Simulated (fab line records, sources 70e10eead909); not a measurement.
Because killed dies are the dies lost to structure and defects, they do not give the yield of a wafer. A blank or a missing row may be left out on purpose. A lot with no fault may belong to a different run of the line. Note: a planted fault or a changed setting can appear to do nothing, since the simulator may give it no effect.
fab line records	flow nand-harc
[record] lots = 12	wafers = 36	last-day = 29
route steps=1302 shown P_GATE@155 END@1302
lots with no fault: from the same line, run without faults
start-h: the number of hours between the record's first day and the start of the first shown wafer of the lot	wait-h: hours elapsed since this lot's preceding step	" identical to the entry in the row above	L1.1+2: one row covering several wafers at once	- either no value or no given start	* or withheld: withheld	< > ~ a bound
route shown NAME@n: a module of which the file shows steps, and the number in the route of the first	usual: average and standard deviation across the fault-free wafers	same: alike in all rows	chamber/n: place in a boat	sites: readings site by site	_std_site: the values' standard deviation	_edge_site: mean of outer sites minus mean of inner sites	radius-mm: how far each site lies from the wafer's centre	mask NAME#n: copy n	behind: the tool/chamber that last shaped the wafer	hold: reason for holding the lot/hours on hold/outcome of the hold	device: the transistor (n, p or np) that didn't switch	end of line: tests of these same wafers at the route's end	where a step has no rows: the recipe by itself	killed: count of dies lost to structure and defects at first sort (not the wafer's yield)	map: shows each die of a wafer: x if killed, . if not, _ if none is there
set.NAME: the run value of the setting; set.NAME@STEP: its run value at that earlier step	model.NAME: the simulator's own value behind a step, which no gauge read
a sample of lots followed through the steps of the route, with each step as a table and each wafer as a row
services: when a tool's chamber went out of use (start-h, in hours from the record's first day, below 0 if earlier), for how many hours, and the reason
[[steps]]
[step NHARC_P_GATE_ALD_36]
[recipe] target-thk-a = 200	pulse-time-s = 60	ald-cycles = 223	temp-c = 400	material = SiNx
[usual] heater-power-w = 864/120	precursor-pulse-height-rel = 1.002/0.019
lot.wafer	tool	chamber	start-h	wait-h	heater-power-w	precursor-pulse-height-rel
L723.3	ald-sin-02	3	92.73	-	1180	0.991
L723.2	"	2	95.56	-	837	0.999
L723.6	"	2	99.80	-	833	1.008
L724.2	ald-sin-03	1	108.65	-	895	0.998
L724.6	"	0	111.85	-	856	0.977
L724.5	"	1	112.92	-	883	1.003
L725.4	ald-sin-01	3	116.04	-	687	0.988
L725.3	"	1	118.14	-	938	0.981
L725.1	"	2	119.19	-	671	0.984
L726.1	ald-sin-03	3	126.09	-	810	0.986
L726.4	"	0	127.15	-	866	0.996
L726.3	"	2	129.27	-	1012	1.009
L727.3	ald-sin-02	3	140.10	-	1169	1.003
L727.2	"	0	141.16	-	872	1.034
L727.6	"	1	142.21	-	874	1.011
L728.3	ald-sin-01	3	146.47	-	672	1.021
L728.2	"	0	147.53	-	766	0.999
L728.6	"	3	150.69	-	686	1.013
L729.4	ald-sin-03	1	163.51	-	915	1.002
L729.5	"	0	166.69	-	863	1.001
L729.6	"	1	167.74	-	902	1.015
L730.2	ald-sin-02	0	170.22	-	881	0.999
L730.1	"	1	171.28	-	889	0.987
L730.6	"	1	175.52	-	886	0.970
L731.1	ald-sin-01	3	182.91	-	695	0.987
L731.6	"	3	187.15	-	680	1.015
L731.4	"	2	189.97	-	684	1.043
L732.1	ald-sin-03	1	197.31	-	879	1.011
L732.4	"	2	198.37	-	978	1.002
L732.6	"	0	200.48	-	831	0.967
L733.1	ald-sin-02	0	205.13	-	884	0.995
L733.2	"	1	206.19	-	908	1.015
L733.6	"	1	210.42	-	904	1.020
L736.3	ald-sin-03	3	249.80	-	800	0.996
L736.4	"	0	251.23	-	853	1.018
L736.5	"	3	254.08	-	810	1.017
[step NHARC_P_GATE_DESCUM_48]
[recipe] time-s = 3	o2-flow-sccm = 200	ar-flow-sccm = 0	bias-power-w = 0	chemistry = O2
[usual] drypump-motor-current-A = 5.8/0.45	oes-product-au = 0.999/0.014	rf-vpp-V = 57.9/0.92	showerhead-plenum-p-Torr = 1.96/0.078	throttle-valve-pct = 11.312/0.0085
lot.wafer	tool	chamber	start-h	wait-h	drypump-motor-current-A	oes-product-au	rf-hours-counter-h	rf-vpp-V	showerhead-plenum-p-Torr	throttle-valve-pct
L723.3	rie-diel-09	0	105.47	-	5.7	1.021	10	57.1	2.07	11.329
L723.2	"	2	"	"	5.1	0.994	10	57.0	1.92	11.316
L723.6	"	1	"	"	5.4	0.994	-	57.1	2.04	11.313
L724.2	rie-diel-05	1	118.25	-	6.3	0.972	3	58.0	1.93	11.300
L724.5	"	3	"	"	6.3	1.008	-	59.5	1.88	11.327
L724.6	"	0	"	"	5.3	0.996	-	57.2	1.80	11.326
L725.3	rie-diel-09	0	126.57	-	5.7	1.013	10	58.3	2.07	11.319
L725.4	"	1	"	"	5.4	0.983	10	59.3	2.04	11.303
L725.1	"	3	"	"	6.2	0.986	10	59.9	1.99	11.309
L726.4	rie-diel-05	0	136.69	-	5.3	0.991	4	57.1	1.80	11.302
L726.3	"	2	"	"	5.7	0.983	4	58.5	1.98	11.307
L726.1	"	3	"	"	6.3	1.017	5	57.0	1.88	11.297
L727.2	rie-diel-05	0	149.17	-	5.2	0.999	5	58.5	1.80	11.333
L727.3	"	2	"	"	5.7	0.985	4	57.2	1.98	11.314
L727.6	"	0	"	"	5.3	0.999	-	57.9	1.80	11.309
L728.2	rie-diel-09	0	155.97	-	5.7	0.998	1	56.6	2.07	11.319
L728.3	"	2	"	"	5.1	1.010	1	57.3	1.92	11.325
L728.6	"	1	"	"	5.4	0.997	-	57.5	2.04	11.310
L729.4	rie-diel-05	3	173.20	-	6.3	1.002	6	55.8	1.88	11.318
L729.6	"	1	"	"	6.3	0.989	-	57.6	1.93	11.315
L729.5	"	2	"	"	5.7	0.987	-	58.3	1.98	11.314
L730.1	rie-diel-05	1	180.95	-	6.3	0.984	5	60.2	1.93	11.308
L730.2	"	3	"	"	6.3	1.001	7	57.3	1.88	11.314
L730.6	"	1	"	"	6.3	0.983	-	58.8	1.93	11.328
L731.4	rie-diel-09	0	195.78	-	5.7	0.997	2	58.7	2.07	11.295
L731.1	"	1	"	"	5.4	1.015	1	58.1	2.03	11.319
L731.6	"	3	"	"	6.2	0.995	-	58.5	1.99	11.312
L732.1	rie-diel-10	2	206.98	-	5.6	0.996	5	58.8	2.04	11.309
L732.4	"	3	"	"	5.6	1.016	-	57.3	1.94	11.316
L732.6	"	1	"	"	6.7	0.986	-	58.7	2.01	11.307
L733.2	rie-diel-10	2	215.85	-	5.6	1.007	6	57.8	2.04	11.315
L733.1	"	3	"	"	5.6	1.020	10	57.9	1.94	11.309
L733.6	"	3	"	"	5.6	1.005	-	58.5	1.94	11.295
L736.3	rie-diel-05	3	259.88	-	6.2	1.022	0	57.7	1.88	11.310
L736.4	"	0	"	"	5.3	1.017	0	56.8	1.80	11.312
L736.5	"	1	"	"	6.3	0.978	-	57.6	1.93	11.309
[step NHARC_P_GATE_EXPOSE_88]
[recipe] na = 0.6	target-cd-nm = 2000	dose-mj = 11.87	mask-id = P_HVN
[usual] exposure-dose-mJ-cm2 = 11.872/0.013
lot.wafer	tool	chamber	start-h	wait-h	mask	exposure-dose-mJ-cm2
L723.2	krf-scanner-04	0	108.63	-	P_HVN#0	11.878
L723.3	"	0	"	"	P_HVN#0	11.869
L723.6	"	0	"	"	P_HVN#0	11.871
L724.2	krf-scanner-01	0	121.57	-	P_HVN#0	11.871
L724.5	"	0	"	"	P_HVN#0	11.869
L724.6	"	0	"	"	P_HVN#0	11.859
L725.1	krf-scanner-04	0	129.72	-	P_HVN#0	11.869
L725.3	"	0	"	"	P_HVN#0	11.875
L725.4	"	0	"	"	P_HVN#0	11.849
L726.1	krf-scanner-03	0	139.73	-	P_HVN#0	11.865
L726.3	"	0	"	"	P_HVN#0	11.849
L726.4	"	0	"	"	P_HVN#0	11.861
L727.2	krf-scanner-03	0	152.44	-	P_HVN#0	11.875
L727.3	"	0	"	"	P_HVN#0	11.878
L727.6	"	0	"	"	P_HVN#0	11.875
L728.2	krf-scanner-01	0	162.16	-	P_HVN#0	11.864
L728.3	"	0	"	"	P_HVN#0	11.861
L728.6	"	0	"	"	P_HVN#0	11.866
L729.4	krf-scanner-03	0	176.33	-	P_HVN#0	11.865
L729.5	"	0	"	"	P_HVN#0	11.856
L729.6	"	0	"	"	P_HVN#0	11.878
L730.1	krf-scanner-03	0	183.83	-	P_HVN#0	11.890
L730.2	"	0	"	"	P_HVN#0	11.878
L730.6	"	0	"	"	P_HVN#0	11.886
L731.1	krf-scanner-01	0	198.93	-	P_HVN#0	11.869
L731.4	"	0	"	"	P_HVN#0	11.850
L731.6	"	0	"	"	P_HVN#0	11.860
L732.1	krf-scanner-03	0	210.02	-	P_HVN#0	11.890
L732.4	"	0	"	"	P_HVN#0	11.898
L732.6	"	0	"	"	P_HVN#0	11.890
L733.1	krf-scanner-01	0	218.89	-	P_HVN#0	11.864
L733.2	"	0	"	"	P_HVN#0	11.866
L733.6	"	0	"	"	P_HVN#0	11.877
L736.3	krf-scanner-01	0	262.93	-	P_HVN_R1#0	11.885
L736.4	"	0	"	"	P_HVN_R1#0	11.860
L736.5	"	0	"	"	P_HVN_R1#0	11.889
[step NHARC_P_GATE_CD_MEAS_91]
[recipe] target-cd-nm = 2000	landing-energy-ev = 500
[usual] cd-nm = 1999.4/2.2
lot.wafer	tool	chamber	start-h	wait-h	hold	cd-nm
L723.2	cd-sem-03	0	108.79	-	-	1995.3
L723.3	"	0	"	"	-	2002.2
L723.6	"	0	"	"	-	1998.7
L724.2	cd-sem-02	0	121.73	-	-	2001.8
L724.5	"	0	"	"	-	2001.5
L724.6	"	0	"	"	-	2000.4
L725.1	cd-sem-02	0	129.88	-	-	2002.7
L725.3	"	0	"	"	-	2003.4
L725.4	"	0	"	"	-	2000.0
L726.1	cd-sem-02	0	139.89	-	-	1998.5
L726.3	"	0	"	"	-	2001.4
L726.4	"	0	"	"	-	2001.1
L727.2	cd-sem-02	0	152.60	-	-	2000.5
L727.3	"	0	"	"	-	1998.8
L727.6	"	0	"	"	-	1999.3
L728.2	cd-sem-01	0	162.31	-	-	2001.3
L728.3	"	0	"	"	-	2000.1
L728.6	"	0	"	"	-	2002.0
L729.4	cd-sem-02	0	176.48	-	-	1998.7
L729.5	"	0	"	"	-	1998.7
L729.6	"	0	"	"	-	2000.3
L730.1	cd-sem-01	0	183.99	-	-	1998.5
L730.2	"	0	"	"	-	1997.3
L730.6	"	0	"	"	-	2002.2
L731.1	cd-sem-03	0	199.09	-	-	2005.4
L731.4	"	0	"	"	-	1999.1
L731.6	"	0	"	"	-	2002.0
L732.1	cd-sem-01	0	210.17	-	-	1999.0
L732.4	"	0	"	"	-	1997.3
L732.6	"	0	"	"	-	1996.6
L733.1	cd-sem-02	0	219.04	-	-	2001.0
L733.2	"	0	"	"	-	2000.2
L733.6	"	0	"	"	-	1998.8
L736.3	cd-sem-02	0	263.08	-	await-dispo/0.2h/release	2190.6
L736.4	"	0	"	"	await-dispo/0.2h/release	2190.8
L736.5	"	0	"	"	await-dispo/0.2h/release	2194.6
L736.3	cd-sem-02	0	-	-	-	2190.7
L736.4	"	0	"	"	-	2191.0
L736.5	"	0	"	"	-	2194.8
[step NHARC_P_GATE_STRIP_95]
[recipe] power-w = 1500	temp-c = 250	chemistry = O2
[usual] drypump-motor-current-A = 5.58/0.18	heater-power-w = 329/9.5
lot.wafer	tool	chamber	start-h	wait-h	drypump-motor-current-A	heater-power-w	rf-hours-counter-h
L723.2	plasma-asher-02	0	110.07	0.5	5.54	321	5
L723.3	"	1	"	"	5.37	307	-
L723.6	"	0	"	"	5.61	332	-
L724.2	plasma-asher-02	0	123.00	0.6	5.58	332	9
L724.5	"	0	"	"	5.57	329	-
L724.6	"	1	"	"	5.37	307	-
L725.1	plasma-asher-01	0	131.15	0.6	5.81	332	31
L725.3	"	0	"	"	5.82	342	-
L725.4	"	1	"	"	5.46	321	-
L726.1	plasma-asher-01	0	141.18	0.5	5.82	339	33
L726.3	"	1	"	"	5.46	333	-
L726.4	"	0	"	"	5.81	336	-
L727.2	plasma-asher-01	0	153.84	0.5	5.81	344	35
L727.3	"	0	"	"	5.81	333	-
L727.6	"	0	"	"	5.80	330	-
L728.2	plasma-asher-01	0	163.56	0.6	5.79	335	37
L728.3	"	0	"	"	5.79	343	-
L728.6	"	0	"	"	5.81	337	-
L729.4	plasma-asher-01	1	177.75	0.4	5.44	323	-
L729.5	"	1	"	"	5.44	327	-
L729.6	"	0	"	"	5.82	339	-
L730.2	plasma-asher-01	0	185.24	0.6	5.82	336	3
L730.1	"	1	"	"	5.43	309	3
L730.6	"	0	"	"	5.84	345	-
L731.1	plasma-asher-02	1	200.42	0.6	5.38	304	24
L731.4	"	0	"	"	5.58	322	-
L731.6	"	1	"	"	5.40	306	-
L732.1	plasma-asher-01	0	211.43	0.6	5.81	339	9
L732.4	"	0	"	"	5.80	339	-
L732.6	"	1	"	"	5.44	324	-
L733.1	plasma-asher-01	1	220.29	0.6	5.45	323	11
L733.2	"	0	"	"	5.81	333	11
L733.6	"	0	"	"	5.80	340	-
[step NHARC_END_SORT_01]
[recipe] temp-c = 25
[usual] defect-limited-yield = 91/3	killed-at-array = 59/21	killed-at-other = 0.8/1.1	killed-at-periphery = 4.1/2.8	killed-dies = 64/20	killed-open = 3.1/1.7	killed-short = 2.4/1.6
[same] gross-dies = 677
lot.wafer	tool	chamber	start-h	wait-h	defect-limited-yield[%]	killed-at-array	killed-at-other	killed-at-periphery	killed-dies	killed-open	killed-short
L729.4	prober-02	0	630.03	3.4	90	61	1	3	65	1	3
L729.5	prober-02	0	630.83	3.7	85	96	1	3	100	3	0
L729.6	prober-02	0	631.63	4.0	85	96	4	2	102	1	1
L733.1	prober-02	0	666.71	2.5	94	33	2	5	40	3	1
L733.2	prober-02	0	667.49	2.8	92	47	3	4	54	3	0
L733.6	prober-02	0	670.63	3.9	94	42	1	1	44	1	4
// killed by level:class
L729.4 A_SLIT:chamber-film-flake=23 A_CHANNEL_HOLE_D1:chamber-film-flake=18 A_CHANNEL_HOLE_D2:chamber-film-flake=14 P_GATE:chamber-film-flake=2 A_ONON_D2:geometric-particle:short=1 A_CHANNEL_HOLE_D2:geometric-particle:open=1 A_WL_FILL:geometric-particle:short=1 P_ZERO_WELL:chamber-film-flake=1
L729.5 A_CHANNEL_HOLE_D1:chamber-film-flake=34 A_CHANNEL_HOLE_D2:chamber-film-flake=29 A_SLIT:chamber-film-flake=26 A_STAIRCASE:chamber-film-flake=3 P_GATE:chamber-film-flake=2 P_GATE:geometric-particle:open=1 A_M0:geometric-particle:open=1 A_M1:geometric-particle:open=1
L729.6 A_CHANNEL_HOLE_D1:chamber-film-flake=34 A_SLIT:chamber-film-flake=29 A_CHANNEL_HOLE_D2:chamber-film-flake=28 THIN_TSV:chamber-film-flake=4 A_CHANNEL_FILL_D1:chamber-film-flake=3 P_CONTACT:geometric-particle:open=1 A_CHANNEL_FILL_D1:geometric-particle:short=1 P_ZERO_WELL:chamber-film-flake=1
L733.1 A_SLIT:chamber-film-flake=25 A_CHANNEL_HOLE_D1:chamber-film-flake=3 P_CONTACT:geometric-particle:open=2 A_CHANNEL_FILL_D2:chamber-film-flake=2 A_WL_FILL:chamber-film-flake=2 P_M1:geometric-particle:short=1 A_CHANNEL_HOLE_D2:geometric-particle:open=1 P_ZERO_WELL:chamber-film-flake=1
L733.2 A_SLIT:chamber-film-flake=31 A_CHANNEL_HOLE_D1:chamber-film-flake=4 P_M1:chamber-film-flake=3 A_WL_FILL:chamber-film-flake=3 A_CONTACT:chamber-film-flake=3 THIN_TSV:chamber-film-flake=2 A_SOURCE_PLATE:geometric-particle:open=1 A_WL_FILL:geometric-particle:open=1
L733.6 A_SLIT:chamber-film-flake=28 A_WL_FILL:chamber-film-flake=3 A_CONTACT:chamber-film-flake=2 P_STI:geometric-particle:short=1 A_CHANNEL_HOLE_D1:geometric-particle:short=1 A_ONON_D2:geometric-particle:short=1 A_CHANNEL_FILL_D2:geometric-particle:short=1 A_CONTACT:geometric-particle:open=1
[[services]]
tool	chamber	start-h	hours	kind
plasma-asher-02	-	72.18	9.0	pm
ald-sin-03	0	73.59	17.9	repair
krf-scanner-01	-	81.59	9.1	repair
ald-sin-03	1	91.29	10.0	repair
ald-sin-02	1	92.43	15.9	repair
rie-diel-09	3	106.03	1.6	repair
ald-sin-02	-	120.53	10.0	pm
rie-diel-09	2	123.01	3.2	repair
rie-diel-05	-	137.59	0.8	repair
krf-scanner-01	-	140.00	4.0	pm
krf-scanner-03	-	141.15	0.9	repair
rie-diel-09	-	143.10	9.0	pm
ald-sin-03	0	148.27	11.5	repair
ald-sin-03	-	157.67	0.5	repair
plasma-asher-01	-	165.03	9.0	pm
ald-sin-02	3	186.47	18.5	repair
krf-scanner-03	-	224.03	4.0	pm
rie-diel-09	2	224.17	4.9	repair
rie-diel-05	-	229.60	9.0	pm
krf-scanner-01	-	231.85	0.8	repair
ald-sin-03	2	242.48	4.6	repair
rie-diel-09	0	252.10	3.7	repair
rie-diel-05	3	260.27	7.1	repair
krf-scanner-01	-	262.13	0.3	repair
[[key]]
[first-sign] step = NHARC_P_GATE_EXPOSE_88	reading = mask	direction = changed
[effect] step = NHARC_P_GATE_CD_MEAS_91	reading = visit	direction = added
[effect] step = NHARC_P_GATE_CD_MEAS_91	reading = cd-nm	direction = up	sigmas = 86	usual = 1999.4	struck = 2192.0
met-at NHARC_P_GATE_EXPOSE_88
struck-lots L736
scrapped-behind NHARC_P_GATE_CD_MEAS_91 L736.3,L736.4,L736.5
not-acting-at NHARC_P_GATE_ALD_36,NHARC_P_GATE_DESCUM_48,NHARC_P_GATE_STRIP_95
onset-between 218.89 262.93
[fault] kind = wrong-mask	tool = any	chamber = -	onset-h = 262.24	steps = NHARC_P_GATE_EXPOSE_88	aux-copy = P_HVN_R1#0	cd-offset-nm = 192.71	scope = struck-lots-only
